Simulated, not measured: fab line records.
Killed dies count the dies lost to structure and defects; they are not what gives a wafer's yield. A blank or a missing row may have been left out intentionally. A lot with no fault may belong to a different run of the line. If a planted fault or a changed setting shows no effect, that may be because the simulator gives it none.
Comparing a struck lot with a sound one | flow n5 finfet | 37 steps out of a route of 1938
Sound: the wafers L869.1, L869.3, L869.6. The struck wafers were L852.2, L852.4, L852.5. The cause is named last.
Order at every step that has rows: each side's tool, ch and its chambers, its first start. Under that, the readings that differ: sound wafers | struck wafers | difference of the means | sigmas: that difference in standard deviations of wafers without a fault.
alike: readings whose means differ by less than 2 such deviations, and words and numbers that are the same on both sides. not compared: withheld readings, readings that some wafer has no value for, bounds like >300 that may hide the same value, and numbers for which the record gives no deviation and whose values overlap.
A row with sigmas, a row that says differs or no value, or rows on one side alone: a step with any of these is where the two part. When numbers do not overlap yet have no deviation, they are printed without sigmas and do not part them. A reading missing from all wafers of one side parts the sides only when that side holds two or more wafers.

first, 9 steps without rows for these wafers: N5_BEOL_M4_ANNEAL_95 (time 240 s); N5_BEOL_M4_SPUTTER_96 (material Cu, target thk 4.5 nm, time 8.29 s); N5_BEOL_M4_ECD_50 (material Cu, target thk 300 nm); N5_BEOL_M4_ANNEAL_51 (time 90 s); N5_BEOL_M4_CMP_52 (polishes, stops on SiOC, t overpolish 6.8 s, target thk 40 nm); N5_BEOL_M4_PRE_CLEAN_60 (time 15 s); N5_BEOL_M4_CO_CAP_55 (material Co, precursor CCTBA/H2, target thk 2 nm, time 102.1 s); N5_BEOL_M4_PRE_CLEAN_56 (time 15 s); N5_BEOL_M4_DEP_57 (deposits SiCN from 3MS/NH3, target thk 8 nm, time 14 s).
N5_BEOL_M4_RC_MEAS_101:
  sound on prober-02 ch 0, day 14 13:37; struck on prober-02 ch 0, day 9 19:25
  alike: DIBL_N, DIBL_P, IOFF_N, IOFF_P, ION_N, ION_P, SS_N, SS_P, VT_N, VT_P
then, 24 steps without rows for these wafers: N5_BEOL_M5_ILD_DEP_00 (deposits SiCOH lowk from DEMS/porogen, target thk 140.64 nm, time 25.9 s); N5_BEOL_M5_CURE_79 (cures SiCOH lowk, time 240 s); N5_BEOL_M5_PECVD_70 (deposits SiO2 from TEOS/O2, target thk 16 nm, time 18 s); N5_BEOL_M5_HM_DEP_02 (deposits TiN, target thk 20 nm); N5_BEOL_M5_COAT_59 (time 60 s, resist thk 60 nm); N5_BEOL_M5_COAT_60 (time 60 s, resist thk 12 nm); N5_BEOL_M5_COAT_71 (time 60 s, resist thk 5 nm); N5_BEOL_M5_COAT_05 (resist thk 30 nm); N5_BEOL_M5_EBR_07; N5_BEOL_M5_SOFTBAKE_06 (time 60 s); N5_BEOL_M5_EXPOSE_08 (exposes mask M5, target cd 28 nm); N5_BEOL_M5_PEB_09 (peb time 60 s); N5_BEOL_M5_DEVELOP_10 (develop time 30 s); N5_BEOL_M5_DESCUM_16 (chemistry O2, time 7 s); N5_BEOL_M5_ETCH_72 (etches underlayer in N2/H2, target depth 6.5 nm, time 5.2 s); N5_BEOL_M5_ETCH_61 (etches SiARC in CF4, target depth 15.6 nm, time 26 s); N5_BEOL_M5_ETCH_62 (etches SOC in N2/H2, target depth 75 nm, overetch 15 nm, time 112.5 s); N5_BEOL_M5_STRIP_63 (strips in N2/H2); N5_BEOL_M5_STRIP_73 (strips in N2/H2); N5_BEOL_M5_STRIP_64 (strips in CF4); N5_BEOL_M5_HM_OPEN_17 (chemistry Cl2/BCl3, target TiN, target depth 20 nm, overetch 6 nm); N5_BEOL_M5_STRIP_19 (strips in O2); N5_BEOL_M5_COAT_65 (time 60 s, resist thk 60 nm); N5_BEOL_M5_COAT_66 (time 60 s, resist thk 12 nm).
N5_BEOL_M6_ILD_DEP_00: deposits SiCOH lowk from DEMS/porogen, target thk 179.75 nm, time 33.4 s.
  sound on pecvd-04 ch 0,1, day 15 01:13; struck on pecvd-01 ch 1,2, day 10 08:20
  no value came back on the struck wafers for any of 5 readings (chamber pressure Torr (Torr), heater power outer w (W) and others); on the sound wafers chamber pressure Torr (Torr) reads 5.000 5.007 5.006
N5_BEOL_M6_OCD_MEAS_38:
  sound on ocd-01, day 15 09:41; struck on ocd-02, day 10 16:01
  reading              | sound          | struck | difference                    | sigmas
  trench depth nm (nm) | 95.3 92.8 94.1 | - - -  | no value on the struck wafers |
-- here the record skips 4 days between the struck wafers' starts before and after, leaving off in module BEOL_M6 and picking up in module PASSIVATION (first step shown: number 1936 of the route) --
N5_PASSIVATION_PROBE_49:
  sound on prober-01, day 19 00:38; struck on prober-02, day 14 15:57
  reading                  | sound          | struck         | difference | sigmas
  defect limited yield (%) | 94.1 92.7 91.9 | 0 0 0          | -93        | -62
  killed_at_M4_up          | 7 13 27        | 1163 1167 1173 | +1152      | +99 or more
  killed at contacts       | 9 23 18        | 2 1 2          | -15        | -3
  killed at front end      | 32 27 28       | 10 6 2         | -23        | -2
  killed dies              | 70 86 95       | 1180 1180 1180 | +1096      | +61
  killed on rim            | 17 15 12       | 152 152 152    | +137       | +38
  killed open              | 38 61 69       | 15 10 4        | -46        | -4
  killed short             | 32 25 23       | 3 6 5          | -22        | -3
  sort_bin_5_function (%)  | 3.6 4.2 4.7    | 74.0 73.4 71.5 | +68.8      | +76
  sort n pass              | 1110 1094 1085 | 0 0 0          | -1096      | -61
  sort yield pct (%)       | 94.1 92.7 91.9 | 0 0 0          | -93        | -62
  alike: killed_at_M0_to_M3, killed at other, sort_bin_6_memory

== WHERE THEY PART ==
At N5_BEOL_M6_ILD_DEP_00 first; at N5_PASSIVATION_PROBE_49 last (within this record only).

WHY: the cause the simulator had injected
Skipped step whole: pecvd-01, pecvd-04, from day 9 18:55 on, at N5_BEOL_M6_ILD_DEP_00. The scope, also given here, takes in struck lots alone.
